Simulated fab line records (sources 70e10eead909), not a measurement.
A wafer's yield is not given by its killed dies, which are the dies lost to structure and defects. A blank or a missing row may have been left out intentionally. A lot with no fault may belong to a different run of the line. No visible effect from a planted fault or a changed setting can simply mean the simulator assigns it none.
Chamber matching / flow nand_harc / rie_si-05 running NHARC_A_ZERO_WELL_ETCH_13: 4 sister chambers
The step etches the open film in HBr/Cl2, target depth 120 nm, time 40.1 s. 14 wafers are shown with their chamber, then 7 later ones without.

== WAFERS, EACH WITH ITS CHAMBER ==
wafer=L626.1; chamber=3; drypump_motor_current_A (A)=6.3; throttle_valve_pct (%)=26.431; oes_product_au (a.u.)=0.995
wafer=L626.3; chamber=1; drypump_motor_current_A (A)=5.7; throttle_valve_pct (%)=26.394; oes_product_au (a.u.)=1.012
wafer=L626.5; chamber=2; drypump_motor_current_A (A)=6.1; throttle_valve_pct (%)=26.400; oes_product_au (a.u.)=1.009
wafer=L631.3; chamber=3; drypump_motor_current_A (A)=6.3; throttle_valve_pct (%)=26.398; oes_product_au (a.u.)=1.014
wafer=L631.4; chamber=1; drypump_motor_current_A (A)=5.7; throttle_valve_pct (%)=26.414; oes_product_au (a.u.)=1.010
wafer=L631.6; chamber=0; drypump_motor_current_A (A)=5.9; throttle_valve_pct (%)=26.406; oes_product_au (a.u.)=1.010
wafer=L639.1; chamber=2; drypump_motor_current_A (A)=6.0; throttle_valve_pct (%)=26.402; oes_product_au (a.u.)=1.000
wafer=L639.5; chamber=0; drypump_motor_current_A (A)=5.9; throttle_valve_pct (%)=26.404; oes_product_au (a.u.)=1.012
wafer=L639.6; chamber=1; drypump_motor_current_A (A)=5.7; throttle_valve_pct (%)=26.400; oes_product_au (a.u.)=0.999
wafer=L640.1; chamber=2; drypump_motor_current_A (A)=6.0; throttle_valve_pct (%)=26.412; oes_product_au (a.u.)=1.005
wafer=L640.2; chamber=0; drypump_motor_current_A (A)=5.9; throttle_valve_pct (%)=26.405; oes_product_au (a.u.)=1.002
wafer=L640.4; chamber=1; drypump_motor_current_A (A)=5.7; throttle_valve_pct (%)=26.407; oes_product_au (a.u.)=1.002
wafer=L642.4; chamber=2; drypump_motor_current_A (A)=6.0; throttle_valve_pct (%)=26.408; oes_product_au (a.u.)=1.000
wafer=L642.5; chamber=1; drypump_motor_current_A (A)=5.7; throttle_valve_pct (%)=26.398; oes_product_au (a.u.)=1.001

SIGNATURES (means of the wafers above)
reading=drypump_motor_current_A; chamber 0=5.900; chamber 1=5.700; chamber 2=6.025; chamber 3=6.300; scatter within a chamber=0.0274
reading=throttle_valve_pct; chamber 0=26.40500; chamber 1=26.40260; chamber 2=26.40550; chamber 3=26.41450; scatter within a chamber=0.00943
reading=oes_product_au; chamber 0=1.00800; chamber 1=1.00480; chamber 2=1.00350; chamber 3=1.00450; scatter within a chamber=0.00654
Rule: for a wafer and a chamber, the distance is found by dividing, reading by reading, the gap between the wafer's reading and the chamber's mean by the reading's scatter, squaring, summing and taking the root. The wafer belongs to the nearest chamber; if the next one is less than 2 further off, it can't be placed. The scatter: the root of (the sum of the squares of (reading less its chamber's mean) over the shown wafers, divided by (wafers less chambers)).

== WAFERS MISSING THEIR CHAMBER ==
wafer=L642.6; drypump_motor_current_A (A)=6.0; throttle_valve_pct (%)=26.414; oes_product_au (a.u.)=0.993
wafer=L643.2; drypump_motor_current_A (A)=6.3; throttle_valve_pct (%)=26.405; oes_product_au (a.u.)=1.009
wafer=L643.4; drypump_motor_current_A (A)=5.9; throttle_valve_pct (%)=26.390; oes_product_au (a.u.)=0.999
wafer=L643.5; drypump_motor_current_A (A)=5.9; throttle_valve_pct (%)=26.388; oes_product_au (a.u.)=0.999
wafer=L649.1; drypump_motor_current_A (A)=5.7; throttle_valve_pct (%)=26.404; oes_product_au (a.u.)=0.989
wafer=L649.4; drypump_motor_current_A (A)=6.0; throttle_valve_pct (%)=26.407; oes_product_au (a.u.)=0.997
wafer=L649.5; drypump_motor_current_A (A)=5.7; throttle_valve_pct (%)=26.418; oes_product_au (a.u.)=0.980

== WHICH CHAMBER EACH WENT THROUGH ==
wafer=L642.6; from the rows above=2; in truth=2
wafer=L643.2; from the rows above=3; in truth=3
wafer=L643.4; from the rows above=0; in truth=0
wafer=L643.5; from the rows above=0; in truth=0
wafer=L649.1; from the rows above=1; in truth=1
wafer=L649.4; from the rows above=2; in truth=2
wafer=L649.5; from the rows above=1; in truth=1
Correctly placed: 7 of 7. From these rows, 0 cannot be placed. Placed wrongly: 0.
